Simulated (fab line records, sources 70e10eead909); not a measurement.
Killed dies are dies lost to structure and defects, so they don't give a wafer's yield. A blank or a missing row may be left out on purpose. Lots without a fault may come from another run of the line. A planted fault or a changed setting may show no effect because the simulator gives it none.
Chamber matching | flow nand_harc | NHARC_P_M2_STRIP_18 on rie_diel-07: 4 sister chambers
The step strips in N2/H2. 16 wafers are shown with their chamber, then 8 later ones without.

WAFERS WITH THEIR CHAMBER
wafer  | chamber | drypump_motor_current_A (A) | oes_product_au (a.u.) | rf_vpp_V (V)
L688.2 | 0       | 5.4                         | 0.982                 | 91.4
L688.3 | 2       | 5.8                         | 1.001                 | 90.8
L688.6 | 0       | 5.4                         | 0.992                 | 91.1
L689.3 | 1       | 6.7                         | 0.990                 | 89.7
L689.4 | 0       | 5.4                         | 1.003                 | 91.2
L689.5 | 3       | 6.3                         | 1.010                 | 90.0
L691.3 | 1       | 6.7                         | 0.992                 | 90.6
L691.5 | 1       | 6.7                         | 0.996                 | 88.8
L691.6 | 2       | 5.8                         | 0.981                 | 90.8
L695.1 | 2       | 5.8                         | 0.991                 | 92.5
L695.2 | 3       | 6.3                         | 0.996                 | 90.8
L695.6 | 0       | 5.4                         | 0.991                 | 88.7
L697.2 | 3       | 6.3                         | 1.007                 | 90.8
L697.3 | 0       | 5.4                         | 0.986                 | 92.1
L697.4 | 1       | 6.7                         | 1.001                 | 91.1
L701.2 | 1       | 6.6                         | 0.992                 | 91.3

SIGNATURES (means of the wafers above)
reading                 | chamber 0 | chamber 1 | chamber 2 | chamber 3 | scatter within a chamber
drypump_motor_current_A | 5.400     | 6.680     | 5.800     | 6.300     | 0.0258
oes_product_au          | 0.99080   | 0.99420   | 0.99100   | 1.00433   | 0.00728
rf_vpp_V                | 90.900    | 90.300    | 91.367    | 90.533    | 1.05
Rule: a wafer's distance from a chamber is the root of the sum, over the readings, of the square of ((its reading less the chamber's mean) divided by the reading's scatter). The wafer belongs to the nearest chamber; if the next one is less than 2 further off, it can't be placed. The scatter: the root of (the sum of the squares of (reading less its chamber's mean) over the shown wafers, divided by (wafers less chambers)).

WAFERS WITHOUT THEIR CHAMBER
wafer  | drypump_motor_current_A (A) | oes_product_au (a.u.) | rf_vpp_V (V)
L701.3 | 6.3                         | 1.004                 | 90.6
L701.5 | 5.8                         | 0.994                 | 92.7
L700.2 | 6.7                         | 1.001                 | 90.0
L700.3 | 5.4                         | 0.996                 | 90.3
L700.5 | 6.7                         | 0.992                 | 91.4
L706.1 | 6.7                         | 0.997                 | 90.5
L706.4 | 5.4                         | 1.005                 | 89.2
L706.6 | 6.6                         | 0.995                 | 90.9

WHICH CHAMBER EACH WENT THROUGH
wafer  | from the rows above | in truth
L701.3 | 3                   | 3
L701.5 | 2                   | 2
L700.2 | 1                   | 1
L700.3 | 0                   | 0
L700.5 | 1                   | 1
L706.1 | 1                   | 1
L706.4 | 0                   | 0
L706.6 | 1                   | 1
Placed correctly: 8 of 8. Can't be placed from these rows: 0. Placed wrongly: 0.
